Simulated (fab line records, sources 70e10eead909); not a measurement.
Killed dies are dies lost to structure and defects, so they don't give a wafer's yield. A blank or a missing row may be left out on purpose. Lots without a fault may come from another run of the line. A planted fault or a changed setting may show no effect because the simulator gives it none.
fab line records | flow nand_harc
record lots=24 wafers=72 last_day=33
route steps=1302 shown P_M0@274 P_M1@300 P_M2@336 P_BONDPAD@365
lots that met no fault: from a run of the same line without faults
start_h: hours from the record's first day to the start of the lot's first wafer shown | wait_h: hours since the lot's step before | " the same as in the row above | L1.1+2: a row that stands for several wafers | - no value, or no start given | * or withheld: withheld | < > ~ a bound
route shown NAME@n: a module of which the file shows steps, and the number in the route of the first | usual: mean/standard deviation of fault-free wafers | same: alike in all rows | chamber/n: place in a boat | sites: the reading at each site | _std_site: their standard deviation | _edge_site: outer sites' mean less inner sites' | radius_mm: how far each site lies from the wafer's centre | mask NAME#n: copy n | behind: the tool/chamber that last shaped the wafer | hold: why the lot was held/for how many hours/how that ended | device: the transistor (n, p or np) that didn't switch | end of line: the same wafers' tests at the end of the route | a step without rows: its recipe alone | killed: dies lost to structure and defects at the first sort, not the wafer's yield | map: a wafer's dies, x killed, . not, _ none there
set.NAME: the setting as run; set.NAME@STEP: as run at that earlier step | model.NAME: the simulator's own value behind a step, which no gauge read
steps of the route over a sample of lots; a table a step, a row a wafer
services: from which hour (start_h, from the record's first day; less than 0 if before it) a tool's chamber was out of use, for how many hours, and why
## steps
# step NHARC_P_M0_PVD_20
# recipe target_thk_a=50 bias_v=168.6 power_w=15000 chamber_pressure_pa=0.12 time_s=8.06 substrate_temp_c=50 material=TaN
# usual chamber_pressure_pa=0.11998/0.00023 throttle_valve_pct=29.6/1.2
# columns lot.wafer tool chamber start_h wait_h chamber_pressure_pa throttle_valve_pct
L074.4 pvd_sputter-03 - - - 0.12023 29.7
L074.1 " - " " 0.12041 30.4
L074.6 " - " " 0.11981 28.9
L075.2 pvd_sputter-03 - - - 0.11988 30.2
L075.5 " - " " 0.11987 29.8
L075.6 " - " " 0.11997 30.7
L076.2 pvd_sputter-01 - - - 0.12018 30.2
L076.5 " - " " 0.12007 31.9
L076.6 " - " " 0.1197 30.1
L077.4 pvd_sputter-02 - - - 0.12008 29.1
L077.2 " - " " 0.11977 29.0
L077.6 " - " " 0.11947 27.9
L078.4 pvd_sputter-02 - - - 0.11968 29.0
L078.3 " - " " 0.12013 28.8
L078.6 " - " " 0.12 28.7
L079.2 pvd_sputter-02 - - - 0.11976 28.9
L079.1 " - " " 0.11987 28.5
L079.3 " - " " 0.1202 28.1
L080.1 pvd_sputter-02 - - - 0.12019 28.2
L080.3 " - " " 0.11968 29.0
L080.5 " - " " 0.12015 27.9
L081.2 pvd_sputter-03 - - - 0.1203 29.0
L081.3 " - " " 0.12021 30.1
L081.5 " - " " 0.11997 31.3
L082.1 pvd_sputter-02 - - - 0.12021 29.1
L082.2 " - " " 0.12017 28.3
L082.5 " - " " 0.11999 28.8
L083.4 pvd_sputter-02 - - - 0.12016 29.1
L083.2 " - " " 0.12009 29.0
L083.5 " - " " 0.12017 29.0
L084.3 pvd_sputter-01 - - - 0.11997 30.1
L084.1 " - " " 0.11994 32.1
L084.6 " - " " 0.11962 32.0
L085.1 pvd_sputter-02 - - - 0.11974 29.0
L085.2 " - " " 0.11983 28.1
L085.4 " - " " 0.11978 28.9
L086.1 pvd_sputter-03 - - - 0.11973 28.8
L086.3 " - " " 0.11973 29.9
L086.4 " - " " 0.12017 29.5
L087.4 pvd_sputter-02 - - - 0.11999 29.0
L087.1 " - " " 0.12012 28.1
L087.6 " - " " 0.11981 29.0
L088.1 pvd_sputter-02 - - - 0.12024 28.7
L088.2 " - " " 0.12 29.1
L088.5 " - " " 0.12011 29.1
L089.3 pvd_sputter-01 - - - 0.11974 32.0
L089.1 " - " " 0.12035 31.7
L089.6 " - " " 0.12022 29.1
L090.3 pvd_sputter-02 - - - 0.11982 28.2
L090.2 " - " " 0.11976 29.1
L090.6 " - " " 0.11974 27.6
L091.3 pvd_sputter-01 - - - 0.11977 31.7
L091.2 " - " " 0.12014 29.5
L091.1 " - " " 0.12003 31.6
L092.4 pvd_sputter-01 - - - 0.11972 29.3
L092.5 " - " " 0.11965 31.6
L092.6 " - " " 0.1195 29.4
L093.2 pvd_sputter-02 - - - 0.11998 28.5
L093.3 " - " " 0.12004 27.7
L093.6 " - " " 0.12002 28.8
L095.3 pvd_sputter-01 - - - 0.12014 29.7
L095.6 " - " " 0.12046 31.6
L095.5 " - " " 0.12036 30.5
L094.1 pvd_sputter-02 - - - 0.1199 27.5
L094.4 " - " " 0.12013 30.0
L094.3 " - " " 0.11973 28.4
L096.4 pvd_sputter-01 - - - 0.1205 31.9
L096.3 " - " " 0.12027 29.3
L096.2 " - " " 0.12018 31.5
L097.1 pvd_sputter-02 - - - 0.11983 27.5
L097.2 " - " " 0.12016 28.7
L097.5 " - " " 0.11976 27.9
# step NHARC_P_M1_ETCH_15
# recipe target_depth_a=1825 time_s=91.2 c4f8_flow_sccm=withheld ar_flow_sccm=400 rf_w=600 bias_w=300 chemistry=C4F8/Ar
# usual chamber_pressure_mTorr=25.005/0.021 oes_product_au=0.951/0.023 rf_vpp_V=440.3/2.5
# columns lot.wafer tool chamber start_h wait_h chamber_pressure_mTorr oes_product_au rf_hours_counter_h rf_vpp_V
L074.1 rie_diel-08 1 - - 25.046 0.955 11 439.2
L074.6 " 3 " " 25.012 0.940 - 439.8
L074.4 " 1 " " 24.999 0.946 - 438.3
L075.2 rie_diel-09 3 - - 24.997 0.942 10 444.2
L075.6 " 0 " " 25.049 0.956 - 439.8
L075.5 " 1 " " 24.992 0.979 - 437.4
L076.2 rie_diel-09 1 - - 25.000 0.967 0 436.9
L076.6 " 3 " " 25.000 0.963 - 444.4
L076.5 " 0 " " 24.990 0.975 - 440.3
L077.4 rie_diel-09 2 - - 25.016 0.961 1 439.3
L077.2 " 3 " " 25.010 0.946 1 443.7
L077.6 " 0 " " 25.000 0.965 - 439.4
L078.4 rie_diel-08 3 173.42 0.1 24.982 0.907 - 439.0
L078.3 " 1 " " 25.000 0.928 - 437.6
L078.6 " 1 " " 25.002 0.929 - 437.6
L079.1 rie_diel-08 3 174.56 0.1 25.033 0.915 16 439.5
L079.2 " 1 " " 24.990 0.945 16 439.7
L079.3 " 1 " " 25.022 0.940 - 438.7
L080.1 rie_diel-06 0 - - 25.007 0.961 18 444.8
L080.3 " 1 " " 24.985 0.972 15 440.5
L080.5 " 1 " " 25.042 0.975 - 441.7
L081.2 rie_diel-08 3 201.38 0.1 24.991 0.920 0 439.9
L081.3 " 0 " " 25.015 0.931 - 441.5
L081.5 " 3 " " 24.988 0.918 - 440.7
L082.2 rie_diel-06 1 - - 25.019 0.994 20 441.3
L082.1 " 2 " " 24.960 0.971 22 439.1
L082.5 " 2 " " 25.005 0.972 - 439.6
L083.4 rie_diel-09 3 - - 25.025 0.960 4 444.9
L083.2 " 1 " " 25.003 0.974 5 435.7
L083.5 " 3 " " 24.964 0.971 - 444.0
L084.3 rie_diel-08 0 - - 25.027 0.944 3 442.5
L084.1 " 3 " " 25.025 0.948 3 440.3
L084.6 " 1 " " 25.002 0.948 - 439.5
L085.2 rie_diel-08 3 - - 25.044 0.958 5 440.2
L085.1 " 0 " " 25.024 0.967 4 440.6
L085.4 " 3 " " 25.005 0.952 - 439.7
L086.3 rie_diel-09 0 - - 24.962 0.959 5 440.0
L086.1 " 2 " " 25.007 0.943 5 437.8
L086.4 " 1 " " 24.987 0.954 - 436.1
L087.1 rie_diel-09 0 - - 24.958 0.919 6 439.3
L087.4 " 3 " " 24.984 0.915 6 443.6
L087.6 " 0 " " 25.017 0.931 - 440.9
L088.2 rie_diel-09 3 - - 24.998 0.946 6 442.5
L088.1 " 0 " " 24.986 0.961 7 441.0
L088.5 " 2 " " 25.012 0.954 - 439.0
L089.1 rie_diel-08 3 - - 25.005 0.981 10 440.2
L089.3 " 2 " " 25.036 0.985 7 445.9
L089.6 " 0 " " 25.025 0.967 - 440.6
L090.2 rie_diel-08 1 - - 24.996 0.910 9 438.2
L090.3 " 3 " " 25.025 0.913 11 440.1
L090.6 " 1 " " 24.999 0.915 - 438.1
L091.3 rie_diel-08 3 - - 24.991 0.947 12 440.4
L091.1 " 0 " " 25.005 0.934 11 440.4
L091.2 " 1 " " 24.977 0.963 9 437.8
L092.4 rie_diel-09 0 - - 25.033 0.925 10 438.6
L092.5 " 1 " " 25.002 0.925 - 436.0
L092.6 " 2 " " 24.983 0.923 - 438.3
L093.2 rie_diel-08 3 - - 24.980 0.953 12 439.7
L093.3 " 1 " " 25.009 0.948 9 438.8
L093.6 " 2 " " 25.014 0.953 - 444.7
L095.3 rie_diel-09 0 - - 25.048 0.997 1 438.9
L095.6 " 3 " " 25.017 0.993 - 444.8
L095.5 " 0 " " 25.045 1.000 - 439.7
L094.1 rie_diel-08 2 - - 25.012 0.957 12 445.7
L094.4 " 3 " " 25.006 0.968 14 440.3
L094.3 " 0 " " 25.010 0.969 12 439.7
L096.2 rie_diel-08 2 - - 25.007 0.944 12 444.0
L096.3 " 0 " " 25.021 0.962 12 440.0
L096.4 " 1 " " 24.986 0.965 12 439.5
L097.2 rie_diel-09 3 - - 25.011 0.913 2 443.7
L097.1 " 0 " " 25.029 0.956 2 438.5
L097.5 " 3 " " 25.010 0.915 - 442.8
# step NHARC_P_M1_CMP_23
# recipe t_overpolish_s=20 target_thk_nm=157.82
# usual motor_current_A=12.4/1.4 time_to_endpoint_s=29/3.4
# columns lot.wafer tool chamber start_h wait_h motor_current_A time_to_endpoint_s
L074.1 cmp-04 1 138.91 - 13.7 35
L074.4 " 2 " " 13.2 30
L074.6 " 1 " " 13.4 34
L075.2 cmp-02 0 143.85 - 10.8 25
L075.6 " 0 " " 10.3 27
L075.5 " 1 " " 13.5 34
L076.2 cmp-03 3 157.18 - 10.6 28
L076.6 " 2 " " 12.8 31
L076.5 " 3 " " 10.2 27
L077.4 cmp-02 2 164.39 - 10.7 31
L077.2 " 3 " " 12.1 30
L077.6 " 3 " " 12.4 29
L078.4 cmp-03 0 175.77 - 12.9 30
L078.3 " 1 " " 14.0 38
L078.6 " 3 " " 10.6 31
L079.3 cmp-03 0 176.78 - 13.7 26
L079.2 " 1 " " 14.3 38
L079.1 " 3 " " 10.9 28
L080.3 cmp-03 1 186.17 - 14.6 37
L080.1 " 2 " " 13.0 30
L080.5 " 3 " " 10.9 29
L081.2 cmp-04 3 203.39 - 13.4 29
L081.3 " 0 " " 10.3 24
L081.5 " 3 " " 13.9 26
L082.2 cmp-03 1 205.67 - 14.9 38
L082.1 " 3 " " 11.0 29
L082.5 " 1 " " 14.7 38
L083.4 cmp-04 2 226.28 - 12.5 26
L083.2 " 3 " " 14.3 28
L083.5 " 2 " " 13.4 25
L084.1 cmp-02 2 229.72 - 11.0 29
L084.3 " 3 " " 11.9 32
L084.6 " 2 " " 11.6 32
L085.1 cmp-04 2 242.64 - 12.7 27
L085.2 " 3 " " 13.2 27
L085.4 " 0 " " 10.4 26
L086.1 cmp-04 3 246.32 - 13.5 30
L086.3 " 0 " " 10.6 27
L086.4 " 2 " " 12.5 27
L087.1 cmp-02 3 267.97 - 12.3 28
L087.4 " 0 " " 10.5 28
L087.6 " 2 " " 11.0 33
L088.2 cmp-02 3 279.77 - 11.9 29
L088.1 " 2 " " 11.2 33
L088.5 " 3 " " 12.2 31
L089.3 cmp-03 1 285.55 - 14.4 34
L089.1 " 3 " " 10.3 25
L089.6 " 1 " " 14.4 33
L090.2 cmp-04 1 304.79 - 13.6 34
L090.3 " 3 " " 13.3 30
L090.6 " 1 " " 12.5 35
L091.3 cmp-02 3 305.49 - 11.1 25
L091.2 " 0 " " 11.2 27
L091.1 " 1 " " 13.2 30
L092.4 cmp-02 1 314.32 - 13.3 29
L092.6 " 2 " " 10.7 32
L092.5 " 3 " " 12.0 27
L093.2 cmp-02 1 322.04 - 13.4 29
L093.3 " 0 " " 10.9 23
L093.6 " 2 " " 11.3 27
L095.3 cmp-03 0 343.56 - 12.8 29
L095.5 " 1 " " 14.2 36
L095.6 " 2 " " 13.0 27
L094.4 cmp-04 0 343.80 - 10.5 24
L094.1 " 2 " " 12.9 25
L094.3 " 3 " " 14.1 26
L096.2 cmp-04 0 345.59 - 10.9 29
L096.3 " 2 " " 13.2 28
L096.4 " 3 " " 14.0 31
L097.2 cmp-04 2 357.90 - 12.9 25
L097.1 " 3 " " 13.2 28
L097.5 " 2 " " 13.6 29
# step NHARC_P_M2_ETCH_28
# recipe target_depth_a=300 over_etch_frac=0.3 time_s=72.99 ion_energy_ev=150 cf4_flow_sccm=50 n2_flow_sccm=100 ar_flow_sccm=150 rf_w=300 bias_w=100 chemistry=CF4/N2
# usual chamber_pressure_mTorr=30.001/0.027 drypump_motor_current_A=5.9/0.42 oes_product_au=0.994/0.013 rf_vpp_V=313.7/1.9 showerhead_plenum_p_Torr=2.60/0.1 throttle_valve_pct=19.795/0.0094
# columns lot.wafer tool chamber start_h wait_h chamber_pressure_mTorr drypump_motor_current_A oes_product_au rf_hours_counter_h rf_vpp_V showerhead_plenum_p_Torr throttle_valve_pct
L074.4 rie_diel-07 3 - - 30.034 6.5 1.018 0.3 313.0 2.53 19.794
L074.1 " 2 " " 30.045 5.1 0.998 0.3 316.2 2.77 19.790
L074.6 " 3 " " 29.983 6.5 1.012 - 313.0 2.53 19.786
L075.2 rie_diel-05 1 - - 30.022 6.1 0.976 4.8 315.7 2.70 19.796
L075.6 " 2 " " 30.017 6.2 0.986 - 311.6 2.47 19.802
L075.5 " 3 " " 29.955 6.0 0.998 - 316.1 2.69 19.796
L076.2 rie_diel-05 2 - - 30.007 6.2 0.981 4.8 311.8 2.47 19.799
L076.6 " 3 " " 29.992 6.0 0.984 - 315.7 2.69 19.803
L076.5 " 0 " " 30.035 5.4 0.979 - 315.5 2.68 19.805
L077.4 rie_diel-05 1 - - 30.003 6.1 0.958 5.7 314.5 2.70 19.784
L077.2 " 0 " " 29.954 5.4 0.982 6.0 315.2 2.68 19.792
L077.6 " 1 " " 29.982 6.1 0.958 - 317.8 2.69 19.784
L078.4 rie_diel-05 0 - - 30.006 5.4 0.988 6.7 313.4 2.68 19.814
L078.3 " 1 " " 30.038 6.2 0.975 6.4 314.4 2.69 19.812
L078.6 " 1 " " 30.013 6.2 0.954 - 315.4 2.69 19.770
L079.2 rie_diel-05 2 - - 29.978 6.2 1.003 6.1 311.0 2.47 19.802
L079.3 " 3 " " 30.006 6.0 0.989 4.9 315.0 2.69 19.797
L079.1 " 1 " " 30.002 6.1 0.976 6.5 316.5 2.69 19.780
L080.1 rie_diel-05 2 - - 30.023 6.1 0.985 6.7 312.2 2.47 19.821
L080.3 " 3 " " 30.038 6.0 0.985 5.7 314.4 2.69 19.798
L080.5 " 3 " " 30.015 6.0 0.994 - 314.8 2.69 19.784
L081.3 rie_diel-05 2 - - 30.027 6.2 0.982 8.2 310.9 2.47 19.806
L081.2 " 3 " " 30.023 6.0 0.999 7.2 315.7 2.69 19.803
L081.5 " 1 " " 30.000 6.2 0.985 - 317.7 2.69 19.805
L082.2 rie_diel-05 3 208.97 0.3 30.042 6.0 1.005 7.5 315.8 2.69 19.775
L082.1 " 2 " " 29.965 6.2 0.992 8.5 312.5 2.47 19.791
L082.5 " 2 " " 30.028 6.2 0.981 - 311.0 2.47 19.790
L083.4 rie_diel-11 0 - - 30.031 5.9 0.997 6.3 316.1 2.71 19.788
L083.2 " 2 " " 29.987 5.9 1.015 4.9 311.6 2.54 19.804
L083.5 " 0 " " 29.988 5.9 1.006 - 315.6 2.71 19.807
L084.1 rie_diel-07 0 - - 29.988 5.2 0.993 3.4 312.1 2.48 19.788
L084.3 " 1 " " 29.992 6.3 0.995 4.5 313.6 2.52 19.796
L084.6 " 0 " " 29.958 5.3 0.973 - 311.1 2.48 19.804
L085.4 rie_diel-11 3 - - 30.052 5.6 1.006 6.5 313.7 2.58 19.787
L085.1 " 1 " " 30.001 6.3 0.996 7.2 312.1 2.52 19.794
L085.2 " 2 " " 29.965 5.9 1.018 5.9 311.5 2.54 19.788
L086.4 rie_diel-07 1 - - 30.035 6.3 0.998 5.7 313.6 2.52 19.786
L086.1 " 3 " " 30.043 6.5 0.994 6.7 312.1 2.53 19.789
L086.3 " 0 " " 29.981 5.2 0.990 4.2 313.3 2.48 19.794
L087.1 rie_diel-11 3 - - 30.034 5.6 1.005 8.0 312.7 2.58 19.789
L087.4 " 0 " " 29.968 6.0 1.019 8.6 315.7 2.70 19.804
L087.6 " 2 " " 30.000 5.9 1.000 - 312.1 2.54 19.809
L088.1 rie_diel-07 0 - - 29.950 5.3 0.992 6.0 310.9 2.48 19.787
L088.2 " 2 " " 29.974 5.0 0.985 6.9 316.0 2.77 19.803
L088.5 " 0 " " 29.987 5.3 0.989 - 311.2 2.48 19.787
L089.3 rie_diel-05 1 - - 30.029 6.1 0.998 2.0 314.4 2.69 19.806
L089.1 " 3 " " 29.955 6.0 0.996 2.7 315.7 2.68 19.794
L089.6 " 1 " " 29.966 6.1 0.998 - 315.3 2.69 19.802
L090.3 rie_diel-07 1 - - 30.016 6.3 0.998 1.0 312.5 2.51 19.786
L090.2 " 0 " " 30.018 5.2 1.013 1.0 311.7 2.48 19.795
L090.6 " 2 " " 30.058 5.1 1.017 - 316.1 2.77 19.796
L091.3 rie_diel-05 3 - - 30.018 6.0 0.999 4.0 313.5 2.68 19.782
L091.1 " 0 " " 30.012 5.4 0.987 3.5 315.5 2.68 19.800
L091.2 " 1 " " 29.976 6.1 0.988 3.2 314.4 2.69 19.797
L092.4 rie_diel-07 0 - - 30.034 5.3 1.009 1.3 310.6 2.48 19.784
L092.6 " 0 " " 29.957 5.3 1.005 - 311.8 2.48 19.815
L092.5 " 1 " " 29.982 6.3 0.993 - 312.3 2.51 19.790
L093.2 rie_diel-05 2 - - 29.989 6.2 1.003 4.2 311.6 2.46 19.803
L093.3 " 0 " " 29.977 5.4 0.974 4.0 314.8 2.68 19.800
L093.6 " 1 " " 29.985 6.2 0.989 - 313.9 2.69 19.798
L095.3 rie_diel-11 1 - - 30.025 6.2 1.004 3.1 311.2 2.52 19.800
L095.6 " 3 " " 29.992 5.6 0.996 - 312.8 2.57 19.790
L095.5 " 0 " " 29.925 6.0 1.009 - 316.5 2.70 19.789
L094.1 rie_diel-05 2 - - 30.014 6.2 1.008 5.7 310.0 2.46 19.814
L094.3 " 3 " " 30.000 6.0 1.004 5.7 315.5 2.68 19.790
L094.4 " 0 " " 30.015 5.4 0.994 - 315.6 2.68 19.793
L096.4 rie_diel-07 2 - - 29.997 5.1 0.996 3.0 316.0 2.77 19.786
L096.3 " 3 " " 30.014 6.5 1.003 2.3 311.8 2.52 19.815
L096.2 " 0 " " 30.002 5.2 1.013 2.7 311.8 2.48 19.810
L097.1 rie_diel-05 3 - - 30.025 6.0 1.020 6.4 315.4 2.68 19.776
L097.2 " 2 " " 29.986 6.2 1.004 6.3 311.4 2.46 19.799
L097.5 " 0 " " 29.999 5.4 0.991 - 315.4 2.68 19.793
# step NHARC_P_M2_PRE_CLEAN_30
# recipe time_s=30 temp_c=280 gas=H2/He
# usual heater_power_w=418/42
# columns lot.wafer tool chamber start_h wait_h heater_power_w
L074.1 pvd_sputter-02 - - - 448
L074.4 " - " " 437
L074.6 " - " " 488
L075.2 pvd_sputter-01 - - - 392
L075.5 " - " " 372
L075.6 " - " " 402
L076.2 pvd_sputter-03 - - - 400
L076.5 " - " " 356
L076.6 " - " " 468
L077.2 pvd_sputter-03 - - - 481
L077.4 " - " " 419
L077.6 " - " " 364
L078.4 pvd_sputter-01 - - - 371
L078.3 " - " " 376
L078.6 " - " " 367
L079.2 pvd_sputter-02 - - - 480
L079.3 " - " " 450
L079.1 " - " " 427
L080.3 pvd_sputter-01 - - - 452
L080.1 " - " " 388
L080.5 " - " " 449
L081.2 pvd_sputter-03 - - - 384
L081.3 " - " " 471
L081.5 " - " " 392
L082.1 pvd_sputter-02 - - - 467
L082.2 " - " " 494
L082.5 " - " " 465
L083.2 pvd_sputter-03 - - - 398
L083.4 " - " " 377
L083.5 " - " " 368
L084.1 pvd_sputter-03 - - - 396
L084.3 " - " " 458
L084.6 " - " " 373
L085.2 pvd_sputter-02 - - - 457
L085.1 " - " " 493
L085.4 " - " " 451
L086.4 pvd_sputter-01 - - - 422
L086.3 " - " " 351
L086.1 " - " " 367
L087.4 pvd_sputter-03 - - - 390
L087.1 " - " " 378
L087.6 " - " " 364
L088.1 pvd_sputter-01 - - - 379
L088.2 " - " " 427
L088.5 " - " " 375
L089.1 pvd_sputter-01 - - - 422
L089.3 " - " " 354
L089.6 " - " " 421
L090.2 pvd_sputter-03 - - - 452
L090.3 " - " " 380
L090.6 " - " " 379
L091.2 pvd_sputter-03 - - - 453
L091.1 " - " " 390
L091.3 " - " " 364
L092.4 pvd_sputter-01 - - - 409
L092.6 " - " " 402
L092.5 " - " " 429
L093.2 pvd_sputter-02 - - - 452
L093.3 " - " " 426
L093.6 " - " " 442
L095.3 pvd_sputter-02 - - - 440
L095.5 " - " " 447
L095.6 " - " " 431
L094.3 pvd_sputter-03 - - - 461
L094.1 " - " " 384
L094.4 " - " " 378
L096.2 pvd_sputter-01 - - - 413
L096.3 " - " " 428
L096.4 " - " " 382
L097.1 pvd_sputter-02 - - - 446
L097.2 " - " " 429
L097.5 " - " " 497
# step NHARC_P_BONDPAD_OVL_MEAS_38
# usual overlay_x_nm=1/7.2 overlay_y_nm=2/5.5
# columns lot.wafer tool chamber start_h wait_h overlay_x_nm overlay_y_nm
L074.1 overlay-02 - 145.14 - -5 -2
L074.4 " - " " -5 -2
L074.6 " - " " -4 -2
L075.2 overlay-02 - 150.27 - 2 15
L075.5 " - " " 2 15
L075.6 " - " " 3 15
L076.2 overlay-02 - 163.42 - 2 6
L076.5 " - " " 3 6
L076.6 " - " " 2 6
L077.2 overlay-01 - 170.95 - 4 -2
L077.4 " - " " 5 -3
L077.6 " - " " 4 -3
L078.3 overlay-02 - 182.19 - 0 0
L078.4 " - " " -1 0
L078.6 " - " " 0 0
L079.1 overlay-01 - 183.26 - -8 8
L079.2 " - " " -7 8
L079.3 " - " " -7 9
L080.1 overlay-02 - 192.55 - 3 -7
L080.3 " - " " 3 -7
L080.5 " - " " 3 -7
L081.2 overlay-01 - 209.78 - -8 7
L081.3 " - " " -7 7
L081.5 " - " " -7 7
L082.1 overlay-01 - 212.80 - 2 5
L082.2 " - " " 2 5
L082.5 " - " " 2 5
L083.2 overlay-02 - 233.04 - 2 3
L083.4 " - " " 2 2
L083.5 " - " " 3 3
L084.1 overlay-02 - 236.49 - -3 -1
L084.3 " - " " -2 -2
L084.6 " - " " -2 -1
L085.1 overlay-02 - 249.14 - 5 9
L085.2 " - " " 5 8
L085.4 " - " " 4 9
L086.1 overlay-02 - 253.00 - 15 -6
L086.3 " - " " 15 -6
L086.4 " - " " 15 -6
L087.1 overlay-01 - 274.63 - -6 -4
L087.4 " - " " -6 -4
L087.6 " - " " -6 -4
L088.1 overlay-01 - 286.81 - -8 4
L088.2 " - " " -7 4
L088.5 " - " " -8 4
L089.1 overlay-02 - 292.77 - -2 -2
L089.3 " - " " -2 -1
L089.6 " - " " -2 -2
L090.2 overlay-01 - 311.66 - 3 -4
L090.3 " - " " 3 -4
L090.6 " - " " 3 -4
L091.1 overlay-01 - 313.53 - -4 3
L091.2 " - " " -5 3
L091.3 " - " " -5 3
L092.4 overlay-01 - 320.77 - -9 9
L092.5 " - " " -8 10
L092.6 " - " " -8 10
L093.2 overlay-02 - 328.54 - 18 -2
L093.3 " - " " 18 -2
L093.6 " - " " 18 -2
L095.3 overlay-02 - 350.16 - -5 7
L095.5 " - " " -5 6
L095.6 " - " " -4 7
L094.1 overlay-02 - 350.52 - 16 -2
L094.3 " - " " 16 -2
L094.4 " - " " 16 -2
L096.2 overlay-01 - 352.22 - 4 4
L096.3 " - " " 4 5
L096.4 " - " " 4 4
L097.1 overlay-01 - 364.74 - 0 2
L097.2 " - " " 0 1
L097.5 " - " " -1 1
## services
# columns tool chamber start_h hours kind
rie_diel-05 1 115.30 2.9 repair
pvd_sputter-01 - 134.84 7.9 repair
pvd_sputter-03 - 143.54 5.3 repair
rie_diel-05 - 149.66 0.5 repair
rie_diel-05 3 153.49 5.2 repair
rie_diel-08 2 157.24 47.7 repair
pvd_sputter-03 - 170.03 10.0 pm
rie_diel-05 - 180.08 0.2 repair
rie_diel-08 - 190.80 9.0 pm
rie_diel-05 0 202.32 6.7 repair
rie_diel-08 2 220.81 3.7 repair
pvd_sputter-03 - 223.56 3.3 repair
pvd_sputter-01 - 226.02 10.0 pm
rie_diel-05 - 229.92 9.0 pm
rie_diel-08 2 235.95 8.1 repair
rie_diel-05 1 239.71 17.7 repair
rie_diel-05 2 244.97 7.2 repair
pvd_sputter-02 - 282.00 10.0 pm
rie_diel-05 0 292.92 1.4 repair
rie_diel-08 0 317.44 8.6 repair
pvd_sputter-02 - 320.24 2.9 repair
pvd_sputter-01 - 342.37 5.3 repair
rie_diel-05 1 345.34 7.7 repair
pvd_sputter-03 - 348.03 10.0 pm
## key
fault none
